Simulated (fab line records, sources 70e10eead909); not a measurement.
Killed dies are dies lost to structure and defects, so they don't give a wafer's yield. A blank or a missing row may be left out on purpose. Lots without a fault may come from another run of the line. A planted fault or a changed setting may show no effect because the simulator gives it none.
Which tool did it? | flow nand_harc | 24 lots, 72 wafers sampled, at 4 steps of a route of 1302

WHAT THE GAUGES READ, wafer by wafer
NHARC_P_BONDPAD_INSPECT_23. Usual: raw_defect_count 350, standard deviation 110.
lot  | measured     | on                | raw_defect_count | flag
L074 | day 6 23:28  | defect_inspect-02 | 408 312 359      |
L075 | day 7 01:47  | defect_inspect-01 | 237 291 307      |
L076 | day 7 13:32  | defect_inspect-02 | 233 603 459      |
L077 | day 7 22:28  | defect_inspect-02 | 275 239 324      |
L078 | day 8 11:43  | defect_inspect-01 | 543 171 354      |
L079 | day 8 21:57  | defect_inspect-01 | 253 304 279      |
L080 | day 9 03:31  | defect_inspect-02 | 324 485 461      |
L081 | day 9 21:01  | defect_inspect-02 | 705 323 487      |
L082 | day 10 03:19 | defect_inspect-02 | 405 233 179      |
L083 | day 10 11:07 | defect_inspect-02 | 161 205 232      |
L084 | day 11 03:43 | defect_inspect-02 | 570 460 442      |
L085 | day 11 12:29 | defect_inspect-02 | 417 421 489      |
L086 | day 11 18:55 | defect_inspect-02 | 212 373 173      |
L087 | day 11 22:26 | defect_inspect-02 | 225 369 546      |
L088 | day 12 22:12 | defect_inspect-02 | 229 286 528      |
L089 | day 12 22:45 | defect_inspect-02 | 270 265 186      |
L090 | day 13 15:42 | defect_inspect-02 | 240 259 305      |
L091 | day 14 02:47 | defect_inspect-02 | 498 624 322      |
L092 | day 14 05:40 | defect_inspect-02 | 252 404 369      |
L093 | day 14 17:08 | defect_inspect-02 | 435 395 386      |
L094 | day 15 07:07 | defect_inspect-02 | 380 271 238      |
L095 | day 15 14:05 | defect_inspect-01 | 463 431 444      |
L096 | day 15 18:43 | defect_inspect-02 | 299 314 446      |
L097 | day 16 08:22 | defect_inspect-01 | 234 300 268      |

NHARC_A_START_INSPECT_01. Usual: raw_defect_count 3.6, standard deviation 1.9.
lot  | measured     | on                | raw_defect_count | flag
L074 | day 6 23:56  | defect_inspect-01 | 5 3 4            |
L075 | day 7 02:15  | defect_inspect-01 | 3 4 4            |
L076 | day 7 14:00  | defect_inspect-02 | 2 4 7            |
L077 | day 7 22:55  | defect_inspect-01 | 2 1 2            |
L078 | day 8 12:11  | defect_inspect-01 | 2 3 5            |
L079 | day 8 22:25  | defect_inspect-02 | 6 6 7            |
L080 | day 9 03:59  | defect_inspect-02 | 2 5 1            |
L081 | day 9 21:29  | defect_inspect-02 | 6 2 3            |
L082 | day 10 03:47 | defect_inspect-02 | 8 6 1            |
L083 | day 10 11:35 | defect_inspect-02 | 3 5 8            |
L084 | day 11 04:11 | defect_inspect-02 | 2 4 3            |
L085 | day 11 12:58 | defect_inspect-02 | 4 3 4            |
L086 | day 11 19:23 | defect_inspect-01 | 2 2 5            |
L087 | day 11 22:54 | defect_inspect-01 | 5 6 5            |
L088 | day 12 22:40 | defect_inspect-01 | 4 4 3            |
L089 | day 12 23:13 | defect_inspect-02 | 6 5 3            |
L090 | day 13 16:12 | defect_inspect-02 | 3 2 3            |
L091 | day 14 03:16 | defect_inspect-01 | 2 4 5            |
L092 | day 14 06:07 | defect_inspect-02 | 6 1 3            |
L093 | day 14 17:36 | defect_inspect-01 | 3 4 0            |
L094 | day 15 07:36 | defect_inspect-01 | 5 0 3            |
L095 | day 15 14:32 | defect_inspect-02 | 0 0 2            |
L096 | day 15 19:11 | defect_inspect-02 | 4 4 0            |
L097 | day 16 08:49 | defect_inspect-02 | 5 4 3            |

NHARC_A_CHANNEL_HOLE_D1_CD_MEAS_10: target cd 100 nm. Usual: cd_nm 100.2 nm, standard deviation 0.36.
lot  | measured     | on        | cd_nm (nm)        | flag
L074 | day 8 16:47  | cd_sem-01 | 100.5 99.9 99.8   |
L075 | day 8 16:38  | cd_sem-03 | 100.6 99.6 99.7   |
L076 | day 9 13:07  | cd_sem-03 | 100.2 99.9 100.2  |
L077 | day 9 14:57  | cd_sem-01 | 100.3 100.1 100.4 |
L078 | day 10 06:46 | cd_sem-03 | 100.5 100.6 100.5 |
L079 | day 10 13:26 | cd_sem-01 | 100.3 100.5 99.9  |
L080 | day 11 01:45 | cd_sem-01 | 99.9 100.4 100.6  |
L081 | day 11 20:30 | cd_sem-03 | 100.7 99.9 100.4  |
L082 | day 11 23:34 | cd_sem-02 | 100.9 101.3 100.8 |
L083 | day 12 07:38 | cd_sem-02 | 100.7 100.4 100.2 |
L084 | day 12 21:02 | cd_sem-03 | 100.2 99.8 100.0  |
L085 | day 13 05:30 | cd_sem-02 | 100.9 100.5 100.2 |
L086 | day 13 12:07 | cd_sem-01 | 100.4 100.1 100.0 |
L087 | day 13 11:42 | cd_sem-03 | 100.3 99.9 100.3  |
L088 | day 14 14:07 | cd_sem-03 | 100.9 100.4 100.7 |
L089 | day 14 13:38 | cd_sem-02 | 100.5 100.3 100.5 |
L090 | day 15 10:23 | cd_sem-02 | 100.7 100.4 101.4 |
L091 | day 15 20:01 | cd_sem-03 | 99.5 99.9 99.9    |
L092 | day 15 20:34 | cd_sem-01 | 100.3 100.1 99.8  |
L093 | day 16 14:56 | cd_sem-01 | 100.1 100.2 100.0 |
L094 | day 17 00:39 | cd_sem-02 | 100.7 100.4 99.8  |
L095 | day 17 07:02 | cd_sem-03 | 100.1 99.4 99.9   |
L096 | day 17 12:26 | cd_sem-02 | 100.0 100.2 99.5  |
L097 | day 18 07:00 | cd_sem-01 | 100.2 99.7 100.4  |

WHICH TOOL RAN EACH LOT (tool, then ch and the chambers of the sampled wafers, then the start)
lot  | NHARC_P_BONDPAD_ETCH_12
L074 | rie_diel-01 ch 0,1,2, day 6 23:28 or earlier
L075 | rie_diel-01 ch 1,2,3, day 7 01:47 or earlier
L076 | rie_diel-08 ch 0,1,3, day 7 13:32 or earlier
L077 | rie_diel-01 ch 1,2,3, day 7 22:28 or earlier
L078 | rie_diel-03 ch 1,2,3, day 8 11:43 or earlier
L079 | rie_diel-03 ch 2,3, day 8 21:57 or earlier
L080 | rie_diel-01 ch 0,3, day 9 03:31 or earlier
L081 | rie_diel-08 ch 0,1,3, day 9 21:01 or earlier
L082 | rie_diel-08 ch 0,1,2, day 10 03:19 or earlier
L083 | rie_diel-01 ch 0,2,3, day 10 11:07 or earlier
L084 | rie_diel-01 ch 0,1,3, day 11 03:43 or earlier
L085 | rie_diel-01 ch 2,3, day 11 12:29 or earlier
L086 | rie_diel-08 ch 0,2,3, day 11 18:55 or earlier
L087 | rie_diel-01 ch 0,1,2, day 11 22:26 or earlier
L088 | rie_diel-08 ch 1,2,3, day 12 22:12 or earlier
L089 | rie_diel-01 ch 0,1,2, day 12 22:45 or earlier
L090 | rie_diel-08 ch 0,1,3, day 13 15:42 or earlier
L091 | rie_diel-01 ch 1,2,3, day 14 02:47 or earlier
L092 | rie_diel-08 ch 0,1, day 14 05:40 or earlier
L093 | rie_diel-01 ch 1,2,3, day 14 17:08 or earlier
L094 | rie_diel-03 ch 0,1,2, day 15 07:07 or earlier
L095 | rie_diel-08 ch 0,2,3, day 15 14:05 or earlier
L096 | rie_diel-08 ch 0,2,3, day 15 18:43 or earlier
L097 | rie_diel-08 ch 0,2,3, day 16 08:22 or earlier
- NHARC_P_BONDPAD_ETCH_12: etches the open film in CHF3/O2, target depth 200 nm, time 100 s.

WHAT THE TOOLS THEMSELVES READ (means of the sampled wafers that have a number; where no wafer has one, the mark that the record gives instead)
NHARC_P_BONDPAD_ETCH_12. Usual: drypump_motor_current_A 5.9 A, standard deviation 0.6; oes_product_au 0.943 a.u., standard deviation 0.023; rf_vpp_V 370.7 V, standard deviation 2.8; showerhead_plenum_p_Torr 2.40 Torr, standard deviation 0.12; throttle_valve_pct 20.572 %, standard deviation 0.0088.
lot  | tool        | drypump_motor_current_A (A) | oes_product_au (a.u.) | rf_vpp_V (V) | showerhead_plenum_p_Torr (Torr) | throttle_valve_pct (%) | flag
L074 | rie_diel-01 | 6.2                         | 0.956                 | 372.7        | 2.48                            | 20.577                 |
L075 | rie_diel-01 | 5.8                         | 0.926                 | 373.1        | 2.52                            | 20.565                 |
L076 | rie_diel-08 | 6.0                         | 0.925                 | 368.6        | 2.33                            | 20.572                 |
L077 | rie_diel-01 | 5.8                         | 0.925                 | 373.1        | 2.52                            | 20.574                 |
L078 | rie_diel-03 | 5.8                         | 0.924                 | 371.0        | 2.40                            | 20.568                 |
L079 | rie_diel-03 | 5.6                         | 0.921                 | 371.5        | 2.48                            | 20.573                 |
L080 | rie_diel-01 | 5.1                         | 0.928                 | 372.1        | 2.44                            | 20.574                 |
L081 | rie_diel-08 | 6.0                         | 0.971                 | 369.6        | 2.32                            | 20.576                 |
L082 | rie_diel-08 | 5.8                         | 0.927                 | 369.0        | 2.32                            | 20.573                 |
L083 | rie_diel-01 | 5.5                         | 0.967                 | 372.1        | 2.48                            | 20.572                 |
L084 | rie_diel-01 | 5.7                         | 0.930                 | 371.5        | 2.44                            | 20.566                 |
L085 | rie_diel-01 | 5.1                         | 0.921                 | 373.9        | 2.52                            | 20.569                 |
L086 | rie_diel-08 | 6.1                         | 0.932                 | 369.6        | 2.32                            | 20.572                 |
L087 | rie_diel-01 | 6.2                         | 0.974                 | 373.0        | 2.48                            | 20.570                 |
L088 | rie_diel-08 | 6.2                         | 0.976                 | 367.1        | 2.24                            | 20.572                 |
L089 | rie_diel-01 | 6.2                         | 0.972                 | 373.1        | 2.48                            | 20.555                 |
L090 | rie_diel-08 | 6.0                         | 0.928                 | 368.7        | 2.32                            | 20.575                 |
L091 | rie_diel-01 | 5.8                         | 0.924                 | 373.1        | 2.52                            | 20.573                 |
L092 | rie_diel-08 | 5.7                         | 0.973                 | 370.2        | 2.40                            | 20.579                 |
L093 | rie_diel-01 | 5.8                         | 0.973                 | 373.4        | 2.52                            | 20.569                 |
L094 | rie_diel-03 | 5.4                         | 0.955                 | 371.0        | 2.39                            | 20.566                 |
L095 | rie_diel-08 | 6.1                         | 0.922                 | 370.0        | 2.32                            | 20.582                 |
L096 | rie_diel-08 | 6.1                         | 0.960                 | 368.6        | 2.32                            | 20.576                 |
L097 | rie_diel-08 | 6.1                         | 0.965                 | 368.7        | 2.32                            | 20.566                 |

THE ANSWER, worked out from the rows above alone
Rule: a lot is off if the mean of its wafers that have a number lies more than 3 standard deviations from the usual mean. A lot without any number at a reading at which 4 lots or more have one is off too. The other lots that the step has rows for count as sound. The gauges are gone through in route order, then the tools' own readings, and for those a lot's mean is taken as printed above. The first step at which some lot is off is used, and at that step the reading that is off furthest; a lot without a number counts as furthest.
No lot is off at any reading shown: from this, nothing can be told.

WHAT THE SIMULATOR HAD PUT IN
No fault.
